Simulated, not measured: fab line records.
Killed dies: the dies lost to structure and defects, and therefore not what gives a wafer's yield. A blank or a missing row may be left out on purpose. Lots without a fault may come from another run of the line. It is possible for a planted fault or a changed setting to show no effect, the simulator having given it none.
fab line records	flow nand-harc	part 2 of 2: steps 5 to 6 of 6
[record] lots = 22	wafers = 66	last-day = 33
route steps=1302 shown A_STAIRCASE@704
lots that met no fault: from a run of the same line without faults
start-h: hours from the record's opening day to when the first of the lot's shown wafers began	wait-h: how many hours have passed since the lot's step before this one	" unchanged from the row above	L1.1+2: several wafers, shown together as one row	- no value present, or no start provided	* or withheld: withheld	< > ~ a bound
route shown NAME@n: NAME is a module with steps in the file, n the number in the route of the first one	usual: average and standard deviation across the fault-free wafers	same: alike in all rows	chamber/n: place in a boat	sites: readings site by site	_std_site: the standard deviation of these	_edge_site: inner sites' mean taken away from outer sites' mean	radius-mm: for every site, how far away it sits from the centre of the wafer	mask NAME#n: copy n	behind: the tool/chamber that last shaped the wafer	hold: the reason the lot was held/the length of the hold in hours/how it ended	device: which transistor (n, p or np) failed to switch	end of line: at the end of the route, the tests of the same wafers	for a step that has no rows: nothing shown but its recipe	killed: not the wafer's yield, but the dies lost to structure and defects at the first sort	map: dies across one wafer; x = killed, . = not, _ = none there
set.NAME: the run value of the setting; set.NAME@STEP: its run value at that earlier step	model.NAME: the simulator's own value behind a step, which no gauge read
one table for each step of the route and one row for each wafer, over a sample of lots
services: when a tool's chamber went out of use (start-h, in hours from the record's first day, below 0 if earlier), for how many hours, and the reason
[[steps]]
[step NHARC_A_STAIRCASE_ETCH_451]
[recipe] target-depth-a = 300	overetch-a = 30	time-s = 16.5	ion-energy-ev = 100	cf4-flow-sccm = 80	o2-flow-sccm = 20	ar-flow-sccm = 0	rf-w = 300	bias-w = 100	chemistry = CF4/O2
[usual] drypump-motor-current-A = 5.7/0.47	oes_ar_750_au = 1.000/0.0043	oes-product-au = 1.003/0.017	rf-vpp-V = 197.5/0.9	showerhead-plenum-p-Torr = 1.314/0.027	throttle-valve-pct = 13.398/0.0091
lot.wafer	tool	chamber	start-h	wait-h	drypump-motor-current-A	oes_ar_750_au	oes-product-au	rf-hours-counter-h	rf-vpp-V	showerhead-plenum-p-Torr	throttle-valve-pct
L074.1	rie-diel-13	3	-	-	6.2	1.009	1.007	4	197.3	1.320	13.419
L074.2	"	2	"	"	5.9	0.992	0.982	4	197.1	1.305	13.391
L074.5	"	3	"	"	6.2	1.007	0.999	-	197.7	1.319	13.394
L075.2	rie-diel-01	2	-	-	5.2	0.998	1.004	59	197.1	1.334	13.401
L075.1	"	1	"	"	4.8	1.000	1.006	61	199.6	1.323	13.395
L075.5	"	2	"	"	5.2	0.997	1.010	-	199.0	1.335	13.408
L076.3	rie-diel-13	0	-	-	5.4	0.995	0.989	9	197.4	1.349	13.389
L076.1	"	1	"	"	5.6	1.001	1.026	9	197.1	1.300	13.405
L076.6	"	0	"	"	5.4	1.012	0.997	-	197.0	1.350	13.383
L077.2	rie-diel-07	0	-	-	5.5	1.000	0.993	37	198.3	1.390	13.375
L077.1	"	1	"	"	6.2	1.010	1.022	40	197.8	1.367	13.407
L077.5	"	0	"	"	5.5	1.003	0.987	-	198.8	1.391	13.397
L078.4	rie-diel-07	2	-	-	6.2	1.000	0.995	38	198.8	1.303	13.396
L078.6	"	1	"	"	6.2	1.003	1.013	-	198.1	1.368	13.404
L078.5	"	2	"	"	6.2	1.003	0.990	-	197.7	1.303	13.396
L079.3	rie-diel-13	3	-	-	6.2	0.996	0.985	23	197.3	1.315	13.407
L079.4	"	0	"	"	5.4	0.999	1.001	21	197.6	1.347	13.403
L079.6	"	2	"	"	5.9	0.996	0.975	-	197.0	1.300	13.415
L081.2	rie-diel-01	0	-	-	6.3	1.004	1.017	18	196.9	1.285	13.411
L081.4	"	1	"	"	4.8	0.999	0.974	15	196.7	1.320	13.399
L081.5	"	1	"	"	4.8	0.997	0.976	-	195.0	1.320	13.404
L080.2	rie-diel-13	3	-	-	6.2	1.001	0.997	33	196.6	1.314	13.392
L080.4	"	1	"	"	5.7	0.994	1.039	30	197.5	1.295	13.399
L080.5	"	3	"	"	6.2	1.001	0.985	-	196.4	1.313	13.401
L082.4	rie-diel-07	1	-	-	6.2	0.994	1.014	54	197.5	1.365	13.395
L082.2	"	2	"	"	6.2	0.996	0.997	50	196.0	1.301	13.399
L082.6	"	1	"	"	6.2	0.998	1.018	-	198.7	1.365	13.396
L084.1	rie-diel-13	2	471.46	-	5.9	0.998	0.982	45	197.8	1.296	13.401
L084.3	"	3	"	"	6.2	1.003	0.991	42	197.0	1.311	13.391
L084.2	"	0	"	"	5.3	1.001	1.003	41	198.8	1.342	13.395
L083.3	rie-diel-01	3	-	-	5.6	0.996	1.011	28	197.0	1.308	13.398
L083.2	"	0	"	"	6.3	1.002	1.021	32	196.3	1.282	13.393
L083.5	"	2	"	"	5.3	1.002	1.004	-	198.7	1.330	13.407
L085.3	rie-diel-01	0	-	-	6.3	1.000	1.020	32	197.8	1.282	13.415
L085.1	"	1	"	"	4.8	0.999	0.985	27	197.7	1.317	13.391
L085.6	"	0	"	"	6.3	0.992	1.022	-	197.8	1.282	13.403
L087.2	rie-diel-13	1	-	-	5.7	1.006	1.010	51	197.2	1.291	13.400
L087.1	"	0	"	"	5.4	1.000	0.991	51	198.6	1.340	13.387
L087.6	"	2	"	"	5.9	1.000	0.984	-	196.2	1.294	13.417
L088.3	rie-diel-13	1	-	-	5.7	1.003	1.012	1	196.7	1.289	13.388
L088.5	"	1	"	"	5.7	1.004	1.022	-	196.1	1.290	13.387
L088.6	"	0	"	"	5.4	0.999	0.994	-	197.0	1.339	13.396
L091.3	rie-diel-13	0	-	-	5.4	0.999	0.989	1	196.7	1.339	13.407
L091.2	"	1	"	"	5.7	0.996	1.014	1	197.0	1.290	13.402
L091.6	"	2	"	"	5.9	0.996	0.985	-	197.5	1.293	13.407
L090.2	rie-diel-13	1	-	-	5.7	0.999	1.017	4	197.1	1.289	13.409
L090.1	"	2	"	"	5.9	1.001	0.978	4	197.2	1.292	13.393
L090.3	"	0	"	"	5.4	1.001	0.996	4	198.2	1.338	13.401
L092.3	rie-diel-01	0	-	-	6.3	1.001	1.035	56	196.0	1.277	13.381
L092.1	"	2	"	"	5.2	1.007	0.997	48	198.8	1.324	13.386
L092.5	"	3	"	"	5.6	0.999	1.013	-	198.7	1.303	13.392
L093.3	rie-diel-01	0	-	-	6.3	0.995	1.038	61	197.0	1.276	13.415
L093.5	"	2	"	"	5.2	1.000	0.996	-	197.8	1.323	13.400
L093.6	"	3	"	"	5.6	0.997	1.008	-	197.6	1.301	13.399
L094.4	rie-diel-07	0	-	-	5.6	0.999	1.011	28	198.3	1.380	13.382
L094.1	"	2	"	"	6.2	0.998	1.007	30	197.2	1.292	13.396
L094.5	"	0	"	"	5.6	1.003	1.028	-	198.4	1.379	13.395
L095.4	rie-diel-01	3	-	-	5.6	0.996	1.029	7	196.6	1.300	13.394
L095.1	"	1	"	"	4.8	0.996	0.994	5	197.0	1.310	13.395
L095.5	"	3	"	"	5.6	0.989	1.032	-	196.0	1.299	13.411
L096.4	rie-diel-01	0	-	-	6.3	1.005	1.022	7	196.5	1.274	13.387
L096.5	"	0	"	"	6.3	1.001	1.016	-	196.4	1.274	13.407
L096.6	"	1	"	"	4.8	0.994	1.000	-	197.9	1.309	13.396
L097.4	rie-diel-01	0	-	-	6.3	1.008	1.020	12	197.7	1.273	13.390
L097.3	"	1	"	"	4.8	1.002	0.996	11	197.8	1.309	13.393
L097.1	"	3	"	"	5.6	0.992	1.036	14	198.2	1.298	13.405
[step NHARC_A_STAIRCASE_HM_OPEN_463]
[recipe] o2-flow-sccm = 400	cos-flow-sccm = 20	ar-flow-sccm = 0	rf-w = 500	bias-w = 300	chemistry = O2/COS
[usual] drypump-motor-current-A = 5.6/0.49	oes-product-au = 1.003/0.018	rf-vpp-V = 466.2/1.5	showerhead-plenum-p-Torr = 3.08/0.062	throttle-valve-pct = 28.331/0.0083
lot.wafer	tool	chamber	start-h	wait-h	drypump-motor-current-A	oes-product-au	rf-hours-counter-h	rf-vpp-V	showerhead-plenum-p-Torr	throttle-valve-pct
L074.2	rie-diel-07	0	-	-	5.6	1.005	29	471.7	3.25	28.347
L074.1	"	1	"	"	6.3	1.018	30	468.9	3.20	28.318
L074.5	"	3	"	"	5.0	1.022	-	466.7	3.10	28.328
L075.2	rie-diel-13	2	-	-	5.9	0.986	18	468.1	3.05	28.336
L075.1	"	1	"	"	5.7	1.024	15	465.0	3.04	28.327
L075.5	"	1	"	"	5.7	1.034	-	466.3	3.04	28.317
L076.1	rie-diel-13	0	-	-	5.4	1.012	16	466.9	3.15	28.343
L076.3	"	1	"	"	5.7	1.026	15	466.6	3.04	28.331
L076.6	"	1	"	"	5.7	1.038	-	466.1	3.04	28.333
L077.1	rie-diel-07	3	-	-	5.0	1.012	31	466.8	3.10	28.341
L077.2	"	0	"	"	5.5	1.003	40	470.8	3.25	28.325
L077.5	"	0	"	"	5.5	1.007	-	468.9	3.25	28.331
L078.6	rie-diel-01	3	-	-	5.6	1.010	-	464.9	3.07	28.327
L078.5	"	0	"	"	6.3	1.029	-	465.4	3.01	28.332
L078.4	"	1	"	"	4.8	0.967	-	466.6	3.09	28.335
L079.4	rie-diel-13	1	-	-	5.7	1.025	26	465.8	3.03	28.321
L079.3	"	0	"	"	5.4	1.006	26	467.6	3.15	28.337
L079.6	"	1	"	"	5.7	1.025	-	467.2	3.03	28.333
L081.2	rie-diel-13	2	-	-	5.9	0.985	37	466.4	3.04	28.319
L081.4	"	0	"	"	5.4	1.010	35	468.3	3.14	28.335
L081.5	"	1	"	"	5.7	1.032	-	465.4	3.03	28.329
L080.4	rie-diel-13	2	-	-	5.9	0.996	38	465.7	3.04	28.339
L080.2	"	0	"	"	5.3	1.000	35	468.2	3.14	28.342
L080.5	"	2	"	"	5.9	0.982	-	464.6	3.04	28.336
L082.2	rie-diel-07	3	-	-	5.0	1.010	42	466.3	3.09	28.335
L082.4	"	0	"	"	5.5	0.987	53	469.7	3.24	28.334
L082.6	"	2	"	"	6.2	0.991	-	465.8	3.04	28.337
L084.2	rie-diel-01	2	-	-	5.3	1.017	26	466.7	3.11	28.331
L084.1	"	0	"	"	6.4	1.022	36	465.2	3.00	28.324
L084.3	"	1	"	"	4.8	0.984	31	466.0	3.08	28.342
L083.2	rie-diel-01	0	-	-	6.3	1.023	37	463.7	3.00	28.337
L083.3	"	3	"	"	5.6	1.002	34	465.1	3.06	28.331
L083.5	"	0	"	"	6.3	1.022	-	463.0	3.00	28.338
L085.3	rie-diel-01	0	-	-	6.3	1.029	37	464.5	3.00	28.338
L085.1	"	3	"	"	5.6	1.009	34	465.6	3.06	28.329
L085.6	"	0	"	"	6.3	1.033	-	463.7	3.00	28.344
L087.1	rie-diel-07	3	-	-	5.0	0.996	7	465.4	3.08	28.331
L087.2	"	1	"	"	6.2	0.998	10	467.8	3.18	28.340
L087.6	"	0	"	"	5.6	1.009	-	469.2	3.23	28.328
L088.3	rie-diel-01	1	-	-	4.8	0.971	51	466.6	3.07	28.340
L088.6	"	0	"	"	6.3	1.025	-	464.6	2.99	28.324
L088.5	"	1	"	"	4.8	0.977	-	467.2	3.07	28.333
L091.2	rie-diel-13	0	-	-	5.4	0.977	7	467.0	3.13	28.330
L091.3	"	1	"	"	5.7	0.996	7	464.9	3.02	28.316
L091.6	"	3	"	"	6.3	0.981	-	464.5	3.06	28.336
L090.2	rie-diel-01	2	-	-	5.3	0.998	48	465.9	3.10	28.330
L090.1	"	3	"	"	5.6	1.024	54	466.1	3.05	28.324
L090.3	"	1	"	"	4.8	0.975	54	466.0	3.07	28.312
L092.1	rie-diel-13	2	-	-	5.9	0.974	10	464.8	3.02	28.322
L092.3	"	3	"	"	6.3	0.978	5	465.1	3.06	28.331
L092.5	"	0	"	"	5.4	0.992	-	466.2	3.13	28.336
L093.3	rie-diel-01	1	-	-	4.8	0.980	0	464.4	3.07	28.335
L093.5	"	1	"	"	4.8	0.983	-	465.7	3.07	28.342
L093.6	"	2	"	"	5.2	0.990	-	467.0	3.10	28.329
L094.4	rie-diel-07	2	-	-	6.2	1.007	34	464.6	3.02	28.336
L094.1	"	3	"	"	5.0	0.979	30	465.4	3.07	28.347
L094.5	"	2	"	"	6.2	0.997	-	464.1	3.02	28.313
L095.1	rie-diel-01	2	-	-	5.2	1.001	12	465.5	3.09	28.315
L095.4	"	3	"	"	5.6	1.037	13	465.4	3.04	28.326
L095.5	"	2	"	"	5.2	0.994	-	466.7	3.09	28.332
L096.4	rie-diel-01	2	-	-	5.3	0.985	13	465.5	3.09	28.331
L096.6	"	0	"	"	6.3	1.014	-	462.2	2.98	28.325
L096.5	"	1	"	"	4.8	0.989	-	465.6	3.06	28.331
L097.4	rie-diel-07	2	-	-	6.2	1.001	49	464.8	3.02	28.333
L097.1	"	3	"	"	5.0	0.986	37	465.7	3.07	28.328
L097.3	"	0	"	"	5.5	1.011	44	468.8	3.22	28.327
[[services]]
tool	chamber	start-h	hours	kind
rie-diel-07	3	334.27	14.8	repair
rie-diel-01	3	336.93	3.0	repair
rie-diel-01	0	337.56	-	clean
rie-diel-01	1	337.56	-	clean
rie-diel-01	2	337.56	-	clean
rie-diel-13	-	342.00	9.0	pm
rie-diel-01	0	362.62	-	clean
rie-diel-01	1	362.62	-	clean
rie-diel-01	2	362.62	-	clean
rie-diel-01	3	362.62	-	clean
rie-diel-07	-	377.09	0.3	repair
rie-diel-01	-	383.59	9.0	pm
rie-diel-01	0	383.59	9.0	vent-cycle
rie-diel-01	1	383.59	14.4	vent-cycle
rie-diel-01	2	383.59	9.0	vent-cycle
rie-diel-01	3	383.59	9.0	vent-cycle
rie-diel-13	3	393.56	9.1	repair
rie-diel-01	2	404.83	14.1	repair
rie-diel-01	-	434.14	0.6	repair
rie-diel-07	-	471.41	9.0	pm
rie-diel-13	-	519.00	9.0	pm
rie-diel-01	-	539.76	0.4	repair
rie-diel-01	-	560.59	9.0	pm
rie-diel-07	3	594.49	7.4	repair
